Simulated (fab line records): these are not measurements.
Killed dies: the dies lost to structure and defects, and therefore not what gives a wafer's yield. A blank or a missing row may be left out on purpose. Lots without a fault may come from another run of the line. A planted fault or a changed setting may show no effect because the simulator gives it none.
The tool behind it: which one? | flow nand harc | 72 wafers from 24 lots sampled at 6 of the route's 1302 steps

== WHAT EACH GAUGE READ, for each wafer ==
Not one reading of a measure or inspect step in the record can be checked against a usual standard deviation.

== WHICH TOOL RAN EACH LOT (tool, then ch and the chambers of the sampled wafers, then the start) ==
lot  | NHARC_A_DECK1_JOINT_ETCHBACK_00  | NHARC_A_CHANNEL_HOLE_D2_DEP_01  | NHARC_A_CHANNEL_HOLE_D2_ETCH_19  | NHARC_A_CHANNEL_HOLE_D2_ETCH_23  | NHARC_A_CHANNEL_FILL_D2_ALD_02   | NHARC_A_CHANNEL_FILL_D2_ALD_15
L074 | rie si-06 ch 0,2,3, day 11 18:26 | pecvd-03 ch 0,1,2, day 13 09:28 | har etch-01 ch 0,1, day 13 11:33 | har etch-01 ch 0,1, day 13 12:59 | ald hk-04 ch 1,2, day 13 17:28   | ald sin batch-03 ch 0, no start
L075 | rie si-05 ch 0,1,3, day 11 20:53 | pecvd-04 ch 0,1,2, day 13 09:34 | har etch-02 ch 0, day 13 14:02   | har etch-02 ch 0, day 13 16:54   | ald hk-03 ch 1,2,3, day 14 00:11 | ald sin batch-01 ch 0, no start
L077 | rie si-05 ch 1,2, day 12 02:38   | pecvd-01 ch 0,1,2, day 13 18:10 | har etch-01 ch 0,1, day 13 20:10 | har etch-01 ch 0,1, day 13 21:43 | ald hk-02 ch 0,1,3, day 14 02:12 | ald sin batch-01 ch 0, no start
L076 | rie si-06 ch 1,3, day 12 02:39   | pecvd-03 ch 0,2, day 13 20:03   | har etch-02 ch 0, day 13 22:32   | har etch-02 ch 0, day 14 01:24   | ald hk-03 ch 0,3, day 14 08:36   | ald sin batch-03 ch 0, no start
L078 | rie si-06 ch 2,3, day 12 21:43   | pecvd-03 ch 0,2, day 14 14:46   | har etch-02 ch 1, day 14 17:24   | har etch-02 ch 1, day 14 20:14   | ald hk-04 ch 0,2,3, day 15 03:38 | ald sin batch-02 ch 0, no start
L079 | rie si-05 ch 0,1,3, day 13 04:31 | pecvd-04 ch 1,2, day 14 21:16   | har etch-01 ch 0, day 15 02:41   | har etch-01 ch 0, day 15 04:13   | ald hk-03 ch 0,3, day 15 08:33   | ald sin batch-02 ch 0, no start
L080 | rie si-01 ch 0,2,3, day 13 18:19 | pecvd-01 ch 0,1,2, day 15 08:43 | har etch-02 ch 0,1, day 15 10:38 | har etch-02 ch 0,1, day 15 12:10 | ald hk-03 ch 2,3, day 15 16:32   | ald sin batch-02 ch 0, no start
L081 | rie si-05 ch 1,2,3, day 14 12:47 | pecvd-04 ch 0,2, day 16 05:05   | har etch-02 ch 0, day 16 11:05   | har etch-02 ch 0, day 16 12:36   | ald hk-02 ch 1,2, day 16 17:08   | ald sin batch-03 ch 0, no start
L082 | rie si-01 ch 0,1,2, day 15 07:28 | pecvd-03 ch 1,2, day 17 00:43   | har etch-01 ch 0,1, day 17 05:06 | har etch-01 ch 0,1, day 17 06:33 | ald hk-02 ch 1,2,3, day 17 11:17 | ald sin batch-03 ch 0, no start
L084 | rie si-05 ch 0,1,3, day 15 07:28 | pecvd-01 ch 0,1, day 17 02:22   | har etch-01 ch 0,1, day 17 09:20 | har etch-01 ch 0,1, day 17 10:59 | ald hk-02 ch 1,3, day 17 15:40   | ald sin batch-02 ch 0, no start
L083 | rie si-05 ch 0,1, day 15 11:40   | pecvd-03 ch 0,2, day 17 11:47   | har etch-02 ch 0,1, day 17 14:47 | har etch-02 ch 0,1, day 17 16:14 | ald hk-02 ch 1,3, day 17 20:46   | ald sin batch-01 ch 0, no start
L085 | rie si-01 ch 2,3, day 15 21:40   | pecvd-03 ch 0,1,2, day 17 15:34 | har etch-01 ch 0,1, day 17 17:31 | har etch-01 ch 0,1, day 17 18:57 | ald hk-02 ch 0,1,3, day 17 23:40 | ald sin batch-01 ch 0, no start
L086 | rie si-06 ch 0,2,3, day 16 03:03 | pecvd-01 ch 1, day 17 23:32     | har etch-01 ch 0, day 18 01:37   | har etch-01 ch 0, day 18 03:09   | ald hk-04 ch 1,2, day 18 07:34   | ald sin batch-02 ch 0, no start
L087 | rie si-06 ch 0,2, day 17 00:24   | pecvd-04 ch 0,2, day 18 16:17   | har etch-01 ch 0,1, day 18 18:38 | har etch-01 ch 0,1, day 18 20:04 | ald hk-02 ch 0,2,3, day 19 00:38 | ald sin batch-03 ch 0, no start
L088 | rie si-06 ch 1,2,3, day 17 05:47 | pecvd-01 ch 0,2, day 18 18:58   | har etch-01 ch 0,1, day 18 22:47 | har etch-01 ch 0,1, day 19 00:14 | ald hk-02 ch 0,1,3, day 19 06:32 | ald sin batch-01 ch 0, no start
L089 | rie si-05 ch 1,3, day 17 05:48   | pecvd-01 ch 0,2, day 18 19:19   | har etch-02 ch 0,1, day 19 02:31 | har etch-02 ch 0,1, day 19 03:58 | ald hk-04 ch 1,2,3, day 19 10:13 | ald sin batch-02 ch 0, no start
L090 | rie si-01 ch 1,2,3, day 17 23:49 | pecvd-04 ch 0,1, day 19 17:44   | har etch-01 ch 0, day 19 21:18   | har etch-01 ch 0, day 19 22:45   | ald hk-04 ch 0,1,2, day 20 03:22 | ald sin batch-03 ch 0, no start
L091 | rie si-01 ch 2,3, day 18 14:19   | pecvd-01 ch 0,1,2, day 20 05:22 | har etch-01 ch 0,1, day 20 07:31 | har etch-01 ch 0,1, day 20 09:03 | ald hk-04 ch 0,1,3, day 20 13:33 | ald sin batch-03 ch 0, no start
L093 | rie si-01 ch 1,2,3, day 18 23:41 | pecvd-04 ch 0,2, day 20 19:04   | har etch-01 ch 0,1, day 20 21:01 | har etch-01 ch 0,1, day 20 22:32 | ald hk-04 ch 0,1,3, day 21 03:06 | ald sin batch-02 ch 0, no start
L092 | rie si-05 ch 1,2,3, day 18 23:43 | pecvd-03 ch 0,1,2, day 20 19:07 | har etch-02 ch 0,1, day 20 23:31 | har etch-02 ch 0,1, day 21 01:14 | ald hk-03 ch 2,3, day 21 05:34   | ald sin batch-02 ch 0, no start
L094 | rie si-06 ch 0,1,2, day 19 18:55 | pecvd-04 ch 1,2, day 21 08:43   | har etch-01 ch 1, day 21 10:38   | har etch-01 ch 1, day 21 12:10   | ald hk-02 ch 1,2,3, day 21 16:35 | ald sin batch-02 ch 0, no start
L095 | rie si-05 ch 0,2,3, day 20 17:20 | pecvd-03 ch 0,2, day 22 06:40   | har etch-02 ch 0,1, day 22 09:48 | har etch-02 ch 0,1, day 22 11:14 | ald hk-03 ch 0,2,3, day 22 15:41 | ald sin batch-03 ch 0, no start
L097 | rie si-06 ch 1,2,3, day 20 17:23 | pecvd-04 ch 0,2, day 22 06:46   | har etch-01 ch 0,1, day 22 10:17 | har etch-01 ch 0,1, day 22 11:49 | ald hk-03 ch 0,1,2, day 22 19:19 | ald sin batch-01 ch 0, no start
L096 | rie si-05 ch 0,1,2, day 20 21:10 | pecvd-01 ch 1,2, day 22 19:46   | har etch-01 ch 1, day 22 21:44   | har etch-01 ch 1, day 22 23:10   | ald hk-03 ch 0,1,3, day 23 03:43 | ald sin batch-01 ch 0, no start
- NHARC_A_DECK1_JOINT_ETCHBACK_00: etches the open film in HBr, target depth 30 nm, time 17.4 s.
- NHARC_A_CHANNEL_HOLE_D2_DEP_01: deposits SiON, target thk 140 nm.
- NHARC_A_CHANNEL_HOLE_D2_ETCH_19: etches the open film in C4F8/O2/Ar, time 34.5 s.
- NHARC_A_CHANNEL_HOLE_D2_ETCH_23: etches the open film in C4F8/O2/Ar, time 819 s, target depth 1600 nm.
- NHARC_A_CHANNEL_FILL_D2_ALD_02: deposits SiO2, target thk 6 nm, pulse time 10 s, ald cycles 60.
- NHARC_A_CHANNEL_FILL_D2_ALD_15: deposits SiNx, target thk 2 nm, pulse time 60 s, ald cycles 19.

== WHAT THE TOOLS THEMSELVES READ (means of the sampled wafers that have a number; where no wafer has one, the mark that the record gives instead) ==
NHARC_A_DECK1_JOINT_ETCHBACK_00.
lot  | tool      | drypump motor current A (A) | oes product au (a.u.) | throttle valve pct (%)
L074 | rie si-06 | 5.8                         | 0.995                 | 23.260
L075 | rie si-05 | 6.1                         | 0.998                 | 23.262
L077 | rie si-05 | 5.9                         | 0.996                 | 23.261
L076 | rie si-06 | 6.0                         | 0.990                 | 23.265
L078 | rie si-06 | 6.0                         | 0.990                 | 23.269
L079 | rie si-05 | 6.1                         | 0.995                 | 23.257
L080 | rie si-01 | 5.5                         | 1.000                 | 23.271
L081 | rie si-05 | 5.7                         | 1.004                 | 23.273
L082 | rie si-01 | 5.7                         | 1.000                 | 23.254
L084 | rie si-05 | 6.1                         | 1.003                 | 23.259
L083 | rie si-05 | 6.2                         | 1.009                 | 23.265
L085 | rie si-01 | 5.4                         | 0.996                 | 23.260
L086 | rie si-06 | 5.8                         | 0.995                 | 23.271
L087 | rie si-06 | 5.5                         | 0.986                 | 23.256
L088 | rie si-06 | 5.6                         | 0.994                 | 23.268
L089 | rie si-05 | 6.0                         | 0.996                 | 23.267
L090 | rie si-01 | 5.6                         | 1.007                 | 23.267
L091 | rie si-01 | 5.5                         | 0.997                 | 23.269
L093 | rie si-01 | 5.6                         | 1.004                 | 23.255
L092 | rie si-05 | 5.7                         | 0.997                 | 23.270
L094 | rie si-06 | 5.5                         | 0.987                 | 23.267
L095 | rie si-05 | 5.7                         | 0.992                 | 23.268
L097 | rie si-06 | 5.7                         | 0.997                 | 23.269
L096 | rie si-05 | 5.8                         | 0.998                 | 23.268

NHARC_A_CHANNEL_HOLE_D2_DEP_01.
lot  | tool     | heater power w (W)
L074 | pecvd-03 | 807
L075 | pecvd-04 | 780
L077 | pecvd-01 | 763
L076 | pecvd-03 | 796
L078 | pecvd-03 | 733
L079 | pecvd-04 | 778
L080 | pecvd-01 | 755
L081 | pecvd-04 | 746
L082 | pecvd-03 | 805
L084 | pecvd-01 | 698
L083 | pecvd-03 | 813
L085 | pecvd-03 | 779
L086 | pecvd-01 | 836
L087 | pecvd-04 | 766
L088 | pecvd-01 | 701
L089 | pecvd-01 | 756
L090 | pecvd-04 | 693
L091 | pecvd-01 | 741
L093 | pecvd-04 | 865
L092 | pecvd-03 | 872
L094 | pecvd-04 | 823
L095 | pecvd-03 | 812
L097 | pecvd-04 | 811
L096 | pecvd-01 | 824

NHARC_A_CHANNEL_HOLE_D2_ETCH_19.
lot  | tool        | c4f8 flow sccm (sccm) | drypump motor current A (A) | showerhead plenum p Torr (Torr) | throttle valve pct (%)
L074 | har etch-01 | 28.87                 | 5.85                        | 3.74                            | 37.033
L075 | har etch-02 | 28.80                 | 5.63                        | 3.77                            | 37.039
L077 | har etch-01 | 28.82                 | 5.86                        | 3.74                            | 37.046
L076 | har etch-02 | 28.72                 | 5.62                        | 3.77                            | 37.038
L078 | har etch-02 | 28.80                 | 5.51                        | 3.77                            | 37.037
L079 | har etch-01 | 28.77                 | 5.84                        | 3.73                            | 37.040
L080 | har etch-02 | 28.77                 | 5.59                        | 3.76                            | 37.040
L081 | har etch-02 | 28.77                 | 5.64                        | 3.75                            | 37.038
L082 | har etch-01 | 28.81                 | 5.83                        | 3.71                            | 37.033
L084 | har etch-01 | 28.75                 | 5.85                        | 3.71                            | 37.038
L083 | har etch-02 | 28.79                 | 5.57                        | 3.75                            | 37.035
L085 | har etch-01 | 28.74                 | 5.83                        | 3.70                            | 37.037
L086 | har etch-01 | 28.76                 | 5.81                        | 3.70                            | 37.034
L087 | har etch-01 | 28.86                 | 5.84                        | 3.70                            | 37.040
L088 | har etch-01 | 28.83                 | 5.82                        | 3.69                            | 37.034
L089 | har etch-02 | 28.85                 | 5.59                        | 3.73                            | 37.028
L090 | har etch-01 | 28.82                 | 5.83                        | 3.69                            | 37.025
L091 | har etch-01 | 28.83                 | 5.86                        | 3.68                            | 37.042
L093 | har etch-01 | 28.86                 | 5.83                        | 3.68                            | 37.037
L092 | har etch-02 | 28.87                 | 5.59                        | 3.72                            | 37.035
L094 | har etch-01 | 28.78                 | 5.86                        | 3.67                            | 37.038
L095 | har etch-02 | 28.82                 | 5.59                        | 3.71                            | 37.033
L097 | har etch-01 | 28.80                 | 5.84                        | 3.67                            | 37.046
L096 | har etch-01 | 28.83                 | 5.85                        | 3.66                            | 37.047

NHARC_A_CHANNEL_HOLE_D2_ETCH_23.
lot  | tool        | c4f8 flow sccm (sccm) | drypump motor current A (A) | showerhead plenum p Torr (Torr) | throttle valve pct (%)
L074 | har etch-01 | 89.39                 | 5.84                        | 3.70                            | 32.156
L075 | har etch-02 | 89.16                 | 5.63                        | 3.73                            | 32.159
L077 | har etch-01 | 89.41                 | 5.82                        | 3.70                            | 32.158
L076 | har etch-02 | 89.07                 | 5.62                        | 3.72                            | 32.149
L078 | har etch-02 | 89.54                 | 5.50                        | 3.73                            | 32.162
L079 | har etch-01 | 89.26                 | 5.83                        | 3.68                            | 32.139
L080 | har etch-02 | 88.83                 | 5.59                        | 3.71                            | 32.156
L081 | har etch-02 | 89.47                 | 5.62                        | 3.71                            | 32.162
L082 | har etch-01 | 89.09                 | 5.84                        | 3.67                            | 32.157
L084 | har etch-01 | 89.51                 | 5.84                        | 3.67                            | 32.153
L083 | har etch-02 | 89.45                 | 5.55                        | 3.71                            | 32.149
L085 | har etch-01 | 89.19                 | 5.86                        | 3.66                            | 32.160
L086 | har etch-01 | 89.23                 | 5.82                        | 3.66                            | 32.167
L087 | har etch-01 | 89.24                 | 5.86                        | 3.65                            | 32.158
L088 | har etch-01 | 89.42                 | 5.84                        | 3.65                            | 32.152
L089 | har etch-02 | 89.13                 | 5.60                        | 3.69                            | 32.159
L090 | har etch-01 | 89.36                 | 5.83                        | 3.65                            | 32.159
L091 | har etch-01 | 89.15                 | 5.84                        | 3.64                            | 32.154
L093 | har etch-01 | 89.27                 | 5.81                        | 3.64                            | 32.153
L092 | har etch-02 | 89.35                 | 5.58                        | 3.68                            | 32.160
L094 | har etch-01 | 89.13                 | 5.85                        | 3.63                            | 32.152
L095 | har etch-02 | 89.18                 | 5.57                        | 3.67                            | 32.158
L097 | har etch-01 | 89.25                 | 5.84                        | 3.63                            | 32.156
L096 | har etch-01 | 89.53                 | 5.86                        | 3.62                            | 32.153

NHARC_A_CHANNEL_FILL_D2_ALD_02.
lot  | tool      | heater power w (W) | precursor pulse height rel
L074 | ald hk-04 | 452                | 0.997
L075 | ald hk-03 | 451                | 0.977
L077 | ald hk-02 | 467                | 1.008
L076 | ald hk-03 | 488                | 0.983
L078 | ald hk-04 | 485                | 1.004
L079 | ald hk-03 | 471                | 0.999
L080 | ald hk-03 | 464                | 0.997
L081 | ald hk-02 | 462                | 1.010
L082 | ald hk-02 | 448                | 1.009
L084 | ald hk-02 | 426                | 0.992
L083 | ald hk-02 | 443                | 0.993
L085 | ald hk-02 | 482                | 1.002
L086 | ald hk-04 | 443                | 1.001
L087 | ald hk-02 | 502                | 0.993
L088 | ald hk-02 | 475                | 0.998
L089 | ald hk-04 | 481                | 1.007
L090 | ald hk-04 | 468                | 0.999
L091 | ald hk-04 | 478                | 0.989
L093 | ald hk-04 | 481                | 1.003
L092 | ald hk-03 | 486                | 0.997
L094 | ald hk-02 | 462                | 0.982
L095 | ald hk-03 | 495                | 0.997
L097 | ald hk-03 | 467                | 1.007
L096 | ald hk-03 | 473                | 1.009

NHARC_A_CHANNEL_FILL_D2_ALD_15.
lot  | tool             | precursor pulse height rel
L074 | ald sin batch-03 | 0.994
L075 | ald sin batch-01 | 1.019
L077 | ald sin batch-01 | 1.019
L076 | ald sin batch-03 | 0.990
L078 | ald sin batch-02 | 1.022
L079 | ald sin batch-02 | 0.993
L080 | ald sin batch-02 | 1.017
L081 | ald sin batch-03 | 0.990
L082 | ald sin batch-03 | 0.986
L084 | ald sin batch-02 | 0.997
L083 | ald sin batch-01 | 1.004
L085 | ald sin batch-01 | 0.987
L086 | ald sin batch-02 | 1.001
L087 | ald sin batch-03 | 0.997
L088 | ald sin batch-01 | 0.998
L089 | ald sin batch-02 | 1.005
L090 | ald sin batch-03 | 0.994
L091 | ald sin batch-03 | 0.992
L093 | ald sin batch-02 | 1.010
L092 | ald sin batch-02 | 1.005
L094 | ald sin batch-02 | 1.008
L095 | ald sin batch-03 | 0.992
L097 | ald sin batch-01 | 0.988
L096 | ald sin batch-01 | 0.993

== THE ANSWER, worked out from the rows above alone ==
Rule: the lots themselves supply what counts as usual. The widest of any qualifying gaps counts: lots, ordered by their means at a reading, are off when they make up no more than a third of the lots, leave a main group of 4 or more, and stand apart from it by 3 or more times the standard deviation of that group's means. A main group is skipped when, at the precision printed for the reading in the tables above, its means are all equal. Also off: a lot with no number at a reading for which 4 or more lots have one. Any other lot the step has rows for is counted as sound. After the gauges, taken in route order, come the tools' own readings; for these a lot's mean is taken, as printed above. At the first step where some lot is off, the reading lying furthest off is the one used; lots without a number count as furthest.
Across all readings shown, no lot is off: no conclusion can be drawn from this.

== WHAT HAD BEEN PUT IN BY THE SIMULATOR ==
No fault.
